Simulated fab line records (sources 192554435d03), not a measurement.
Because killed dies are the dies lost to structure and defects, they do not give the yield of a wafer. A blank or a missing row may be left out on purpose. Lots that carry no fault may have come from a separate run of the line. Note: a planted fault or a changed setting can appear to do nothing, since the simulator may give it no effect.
fab line records + flow n5Finfet
record
- lots=4
- wafers=12
- lastDay=15
route steps=1938 shown BEOL_M9@1461 BEOL_M10@1470 PASSIVATION@1936
lots with no fault: from the same line, run without faults
startH: hours from the record's opening day to when the first of the lot's shown wafers began + waitH: hours elapsed since this lot's preceding step + " as in the row above + L1.1+2: one row covering several wafers at once + - value missing, or start not given + * or withheld: withheld + < > ~ a bound
route shown NAME@n: names a module that has steps shown in the file, with the first one's number in the route + usual: mean/standard deviation taken from wafers without a fault + same: alike in all rows + chamber/n: place in a boat + sites: per-site readings + _std_site: the standard deviation of these + _edge_site: inner sites' mean taken away from outer sites' mean + radiusMm: for every site, how far away it sits from the centre of the wafer + mask NAME#n: copy n + behind: the most recent tool/chamber to have shaped the wafer + hold: reason for holding the lot/hours on hold/outcome of the hold + device: which transistor (n, p or np) failed to switch + end of line: the same wafers' tests at the end of the route + for a step that has no rows: nothing shown but its recipe + killed: dies lost to structure and defects at the first sort, not the wafer's yield + map: per-die view of a wafer (x killed, . not killed, _ where there is no die)
set.NAME: the setting that was run; set.NAME@STEP: the one run at that earlier step + model.NAME: the simulator's own value behind a step, which no gauge read
lots at selected steps of the route; one table per step, one row per wafer
services: when a tool's chamber went out of use (startH, in hours from the record's first day, below 0 if earlier), for how many hours, and the reason
## steps
# step N5_BEOL_M9_SPUTTER_48
# recipe
- material=Cu
- targetThkA=120
- tempC=-20
- biasV=60
- powerW=26000
- chamberPressurePa=0.13
- timeS=2
# step N5_BEOL_M9_ECD_50
# recipe
- material=Cu
- targetThkA=3180
# step N5_BEOL_M9_ANNEAL_51
# recipe
- tempC=225
- timeS=90
- ambient=N2
# step N5_BEOL_M9_CMP_52
# recipe
- stopOn=SiCOH_lowk
- tOverpolishS=7
- downForcePsi=1
- platenRpm=50
- clearingPlatenDownForcePsi=1.5
- clearingPlatenRpm=50
- postCmpClean=cuAlkaline
- targetThkNm=140
- clearingPlatenPadVelocityMS=0.99484
- padVelocityMS=0.99484
# step N5_BEOL_M9_PRE_CLEAN_55
# recipe
- gas=NH3
- timeS=15
- tempC=withheld
- rfPowerW=300
# step N5_BEOL_M9_DEP_56
# recipe
- material=SiCN
- targetThkA=150
- tempC=withheld
- precursor=3MS/NH3
- pressureTorr=3
- rfW=202
- timeS=26.5
# step N5_BEOL_M10_ILD_DEP_00
# recipe
- material=SiCOH_lowk
- targetThkA=3085.1
- tempC=300
- precursor=DEMS/porogen
- pressureTorr=5
- rfW=500
- timeS=58
# step N5_BEOL_M10_CURE_71
# recipe
- tempC=385
- timeS=240
- ambient=He/Ar
- material=SiCOH_lowk
# step N5_BEOL_M10_PECVD_70
# recipe
- material=SiO2
- targetThkA=200
- tempC=400
- precursor=TEOS/O2
- pressureTorr=5.5
- rfW=450
- teosFlowSccm=53.8
- gas=O2
- flowSccm=3000
- timeS=22.7
# usual
- heaterPowerW=751/110
- rfFwdPowerW=443.9/1.8
- showerheadPlenumPTorr=8.79/0.063
- susceptorTempC=400.01/0.22
- throttleValvePct=22.8/1.1
| lot.wafer | tool     | chamber | startH | waitH | heaterPowerW | rfFwdPowerW | showerheadPlenumPTorr | susceptorTempC | throttleValvePct | model.SiO2_of_BEOL_M10_PECVD_70.thkNm |
|-----------|----------|---------|--------|-------|--------------|-------------|-----------------------|----------------|------------------|---------------------------------------|
| L791.1    | pecvd-01 | 1       | 208.32 | 0.0   | 757          | 441.3       | 8.84                  | 399.98         | 25.2             | 19.8                                  |
| L791.4    | "        | 2       | "      | "     | 779          | 444.6       | 8.84                  | 400.15         | 22.1             | 20                                    |
| L791.5    | "        | 1       | "      | "     | 765          | 442.5       | 8.87                  | 399.94         | 25.1             | 20.6                                  |
| L802.1    | pecvd-03 | 1       | 279.96 | 0.0   | 865          | 442.1       | 8.73                  | 399.44         | 23.4             | 19.8                                  |
| L802.2    | "        | 0       | "      | "     | 785          | 445.5       | 8.84                  | 399.77         | 22.3             | 20.2                                  |
| L802.4    | "        | 1       | "      | "     | 877          | 443.8       | 8.74                  | 399.55         | 23.3             | 20                                    |
| L807.2    | pecvd-03 | 0       | 307.89 | 0.0   | 783          | 445.2       | 8.83                  | 399.97         | 22.4             | 20.4                                  |
| L807.3    | "        | 2       | "      | "     | 916          | 445.9       | 8.71                  | 434.81         | 20.9             | 15                                    |
| L807.5    | "        | 0       | "      | "     | 793          | 445.0       | 8.82                  | 399.89         | 22.4             | 20.6                                  |
| L808.3    | pecvd-03 | 1       | 309.24 | 0.0   | 889          | 442.3       | 8.75                  | 399.82         | 23.1             | 19.8                                  |
| L808.5    | "        | 0       | "      | "     | 861          | 445.0       | 8.81                  | 400.15         | 22.2             | 20.6                                  |
| L808.6    | "        | 2       | "      | "     | 939          | 443.7       | 8.70                  | 434.69         | 21.3             | 15                                    |
# step N5_BEOL_M10_HM_DEP_02
# recipe
- material=TiN
- targetThkA=200
- tempC=25
- chamberPressurePa=0.49996
# step N5_BEOL_M10_COAT_59
# recipe
- resist=SOC
- tempC=250
- timeS=60
- spinRpm=1500
- resistThkNm=100
# step N5_BEOL_M10_COAT_60
# recipe
- resist=SiARC
- tempC=220
- timeS=60
- spinRpm=1500
- resistThkNm=30
# step N5_BEOL_M10_COAT_05
# recipe
- resist=CAR-ArF
- spinRpm=1500
- resistThkNm=90
# step N5_BEOL_M10_EBR_07
# recipe
- solvent=PGMEA
- ebrWidthMm=1.5
# step N5_BEOL_M10_SOFTBAKE_06
# recipe
- tempC=110
- timeS=60
- resist=CAR-ArF
# step N5_BEOL_M10_EXPOSE_08
# recipe
- maskId=M10
- na=1.35
- sourceShape=dipole
- sigmaInner=0.411
- sigmaOuter=0.611
- polarization=te
- doseMj=53.75
# step N5_BEOL_M10_PEB_09
# recipe
- pebTempC=withheld
- pebTimeS=60
- resist=CAR-ArF
# step N5_BEOL_M10_DEVELOP_10
# recipe
- developTimeS=30
- developer=TMAH
- resist=CAR-ArF
- rinseLiquid=diw
- dry=airSpin
- devTempC=23
# step N5_BEOL_M10_DESCUM_16
# recipe
- chemistry=O2
- timeS=7.9
- sourcePowerW=50
- biasPowerW=20
- pressureMtorr=20
- rfFrequencyHz=2.712e+07
- tempC=40
- resist=CAR-ArF
- o2FlowSccm=225
# step N5_BEOL_M10_ETCH_61
# recipe
- chemistry=CF4
- target=SiARC
- targetDepthA=390
- maskMaterial=CAR-ArF
- timeS=65
- ionEnergyEv=80
- pressureMtorr=40
- sourceW=545
- biasW=36
- Ar_flow_sccm=100
- cf4FlowSccm=100
- ends=cleared
# step N5_BEOL_M10_ETCH_62
# recipe
- chemistry=N2/H2
- target=SOC
- targetDepthA=1100
- overetchA=220
- maskMaterial=SiARC
- tempC=40
- timeS=165
- ionEnergyEv=200
- pressureMtorr=30
- sourceW=840
- biasW=150
- n2FlowSccm=200
- h2FlowSccm=200
# step N5_BEOL_M10_STRIP_68
# recipe
- chemistry=N2/H2
- tempC=40
- n2FlowSccm=200
- h2FlowSccm=200
- rfFrequencyHz=6e+07
# step N5_BEOL_M10_STRIP_67
# recipe
- chemistry=CF4
- resist=SiARC
- powerW=300
- biasPowerW=75
- pressureMtorr=50
- cf4FlowSccm=150
- rfFrequencyHz=6e+07
# step N5_BEOL_M10_HM_OPEN_17
# recipe
- chemistry=Cl2/BCl3
- targetDepthA=200
- overetchA=60
- target=TiN
- maskMaterial=SOC
- ionEnergyEv=150
- pressureMtorr=10
- icpW=1000
- biasW=126
- Cl2_flow_sccm=53.25
- bcl3FlowSccm=21.75
- Ar_flow_sccm=25
# step N5_BEOL_M10_STRIP_19
# recipe
- chemistry=O2
- powerW=400
- tempC=40
- pressureMtorr=30
- rfFrequencyHz=6e+07
- biasPowerW=0
- overashFraction=0.2
- o2FlowSccm=225
# step N5_BEOL_M10_COAT_63
# recipe
- resist=SOC
- tempC=250
- timeS=60
- spinRpm=1500
- resistThkNm=100
# step N5_BEOL_M10_COAT_64
# recipe
- resist=SiARC
- tempC=220
- timeS=60
- spinRpm=1500
- resistThkNm=30
# step N5_BEOL_M10_COAT_22
# recipe
- resist=CAR-ArF
- spinRpm=1500
- resistThkNm=90
# step N5_BEOL_M10_EBR_24
# recipe
- solvent=PGMEA
- ebrWidthMm=1.5
# step N5_BEOL_M10_SOFTBAKE_23
# recipe
- tempC=110
- timeS=60
- resist=CAR-ArF
# step N5_BEOL_M10_EXPOSE_25
# recipe
- maskId=V9
- na=1.35
- sourceShape=annular
- sigmaInner=0.5
- sigmaOuter=0.8
- polarization=unpolarized
- doseMj=85.5
# step N5_BEOL_M10_PEB_26
# recipe
- pebTempC=withheld
- pebTimeS=60
- resist=CAR-ArF
# step N5_BEOL_M10_DEVELOP_27
# recipe
- developTimeS=30
- developer=TMAH
- resist=CAR-ArF
- rinseLiquid=diw
- dry=airSpin
- devTempC=23
# step N5_BEOL_M10_HM_STRIP_39
# recipe
- chemistry=peroxideTinStrip
- material=TiN
- targetDepthA=250
- tempC=50
- timeS=158
| lot.wafer | tool        | chamber | startH | waitH | model.SiO2_of_BEOL_M10_PECVD_70.thkNm |
|-----------|-------------|---------|--------|-------|---------------------------------------|
| L791.1+4  | wetBench-01 | 5,0     | 214.47 | 0.0   | 19.8                                  |
| L791.5    | "           | 6       | "      | "     | 20.4                                  |
| L802.1    | wetBench-03 | 1       | 283.76 | 0.0   | 19.6                                  |
| L802.2    | "           | 7       | "      | "     | 20                                    |
| L802.4    | "           | 5       | "      | "     | 19.8                                  |
| L808.3    | wetBench-01 | 5       | 312.88 | 0.0   | 19.6                                  |
| L808.5    | "           | 2       | "      | "     | 20.4                                  |
| L808.6    | "           | 6       | "      | "     | 15                                    |
| L807.2    | wetBench-01 | 7       | 313.34 | 0.0   | 20.2                                  |
| L807.3    | "           | 6       | "      | "     | 15                                    |
| L807.5    | "           | 4       | "      | "     | 20.4                                  |
# step N5_BEOL_M10_CMP_52
# recipe
- stopOn=SiCOH_lowk
- tOverpolishS=7
- downForcePsi=1
- platenRpm=50
- clearingPlatenDownForcePsi=1.5
- clearingPlatenRpm=50
- postCmpClean=cuAlkaline
- targetThkNm=140
- clearingPlatenPadVelocityMS=0.99484
- padVelocityMS=0.99484
# usual
- barrierFieldEndpointS=29.1/0.78
- headPressurePsi=1.0000/0.0019
- motorCurrentA=5.9/0.47
| lot.wafer | tool   | chamber | startH | waitH | barrierFieldEndpointS | headPressurePsi | motorCurrentA |
|-----------|--------|---------|--------|-------|-----------------------|-----------------|---------------|
| L791.4    | cmp-02 | 3       | 216.80 | 0.1   | 28.9                  | 1.0007          | 5.0           |
| L791.1    | "      | 2       | "      | "     | 29.1                  | 0.9968          | 6.2           |
| L791.5    | "      | 3       | "      | "     | 29.2                  | 1.0006          | 5.3           |
| L802.1    | cmp-02 | 2       | 286.97 | 0.3   | 28.5                  | 1.0003          | 6.3           |
| L802.4    | "      | 3       | "      | "     | 27.7                  | 0.9981          | 5.3           |
| L802.2    | "      | 0       | "      | "     | 28.9                  | 0.9975          | 5.9           |
| L808.3    | cmp-01 | 3       | 318.44 | 0.2   | 29.2                  | 1.0002          | 6.4           |
| L808.6    | "      | 2       | "      | "     | 23.3                  | 0.9973          | 5.5           |
| L808.5    | "      | 3       | "      | "     | 29.6                  | 1.0028          | 6.0           |
| L807.2    | cmp-04 | 0       | 318.66 | 0.3   | 28.9                  | 0.9969          | 6.1           |
| L807.3    | "      | 1       | "      | "     | 22.8                  | 1.0018          | 6.4           |
| L807.5    | "      | 3       | "      | "     | 29.2                  | 0.9980          | 6.4           |
# step N5_PASSIVATION_PROBE_49
# usual
- defectLimitedYield=91.5/1.5
- killed_at_M0_to_M3=30/11
- killed_at_M4_up=13/4.9
- killedAtContacts=14/6.5
- killedAtFrontEnd=40/11
- killedAtOther=3.3/2.7
- killedDies=100/18
- killedOpen=67/14
- killedShort=32/7.8
- sort_bin_5_function=5.0/0.97
- sort_bin_6_memory=3.2/0.75
- sortNPass=1080/18
- sortYieldPct=91.5/1.5
# same
- grossDies=1180
- killedAtBackSide=0
- sort_bin_4_leakage[%]=0
- sort_bin_8_speed[%]=0
| lot.wafer | tool      | chamber | startH | waitH | defectLimitedYield[%] | killed_at_M0_to_M3 | killed_at_M4_up | killedAtContacts | killedAtFrontEnd | killedAtOther | killedDies | killedOpen | killedShort | sort_bin_5_function[%] | sort_bin_6_memory[%] | sortNPass | sortYieldPct[%] |
|-----------|-----------|---------|--------|-------|-----------------------|--------------------|-----------------|------------------|------------------|---------------|------------|------------|-------------|------------------------|----------------------|-----------|-----------------|
| L802.1    | prober-01 | -       | 332.84 | 0.0   | 88.8                  | 25                 | 21              | 14               | 67               | 5             | 132        | 77         | 55          | 6.6                    | 4.0                  | 1048      | 88.8            |
# killed by level:class
L802.1 FIN_SAQP:geometricParticle:short=17 STI_FIN_REVEAL:geometricParticle:open=12 MOL_CONTACT_COAG:geometricParticle:open=12 GATE_CUT:geometricParticle:short=9 FIN_SAQP:geometricParticle:open=7 BEOL_M1:geometricParticle:open=7 BEOL_M0_SAQP:geometricParticle:open=6 BEOL_M0_SAQP:geometricParticle:short=6
## services
| tool     | chamber | startH | hours | kind                          |
|----------|---------|--------|-------|-------------------------------|
| pecvd-03 | 2       | 202.56 | -     | clean                         |
| pecvd-03 | 2       | 202.56 | -     | consumableReplace:showerhead  |
| pecvd-03 | 2       | 202.56 | 29.0  | scheduledDown                 |
| pecvd-03 | 2       | 202.56 | 29.0  | ventCycle                     |
| pecvd-03 | 0       | 209.72 | 2.1   | scheduledDown                 |
| cmp-01   | -       | 210.13 | 3.9   | repair                        |
| cmp-01   | -       | 218.67 | 0.6   | repair                        |
| pecvd-03 | -       | 231.62 | 0.9   | repair                        |
| cmp-02   | -       | 231.83 | 6.2   | pm                            |
| cmp-01   | -       | 234.27 | 4.8   | repair                        |
| cmp-02   | -       | 249.68 | 2.6   | repair                        |
| cmp-04   | -       | 266.60 | 13.3  | pm                            |
| pecvd-01 | 0       | 267.38 | 19.8  | repair                        |
| cmp-02   | -       | 282.05 | 0.3   | repair                        |
| cmp-04   | -       | 286.89 | 0.5   | repair                        |
| cmp-01   | -       | 287.82 | 4.0   | pm                            |
| cmp-01   | -       | 291.82 | -     | consumableReplace:conditioner |
| cmp-01   | -       | 291.82 | -     | consumableReplace:pad         |
| cmp-04   | -       | 298.80 | 0.6   | repair                        |
| pecvd-03 | 2       | 309.88 | 2.1   | scheduledDown                 |
| cmp-02   | -       | 313.03 | 4.0   | pm                            |
| cmp-02   | -       | 317.03 | -     | consumableReplace:conditioner |
| cmp-02   | -       | 317.03 | -     | consumableReplace:pad         |
## key
firstSign
- step=N5_BEOL_M10_PECVD_70
- reading=susceptorTempC
- direction=up
- sigmas=99+
- usual=*
- struck=*
effect
- step=N5_BEOL_M10_CMP_52
- reading=barrierFieldEndpointS
- direction=down
- sigmas=7.7
- usual=29.1
- struck=23.1
modelEffect
- step=N5_BEOL_M10_PECVD_70
- value=SiO2_of_BEOL_M10_PECVD_70.thkNm
- without=19.8
- struck=15
modelEffect
- step=N5_BEOL_M10_HM_STRIP_39
- value=SiO2_of_BEOL_M10_PECVD_70.thkNm
- without=19.6
- struck=15
metAt N5_BEOL_M10_PECVD_70
struckWafers L807.3,L808.6
baselineLoss
- step=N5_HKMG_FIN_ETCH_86
- wafers=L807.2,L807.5
fault
- kind=processParameterDrift
- tool=pecvd-03
- chamber=2
- onsetH=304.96
- steps=N5_BEOL_M10_PECVD_70
- channel=tempC
- offset=*
- shape=step
- endH=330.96
- actsIn=*
- stated=*
# baselineLoss: these wafers lose ten dies or more at that step, a loss of the line's own and not of a fault; the sort's usual values leave them out
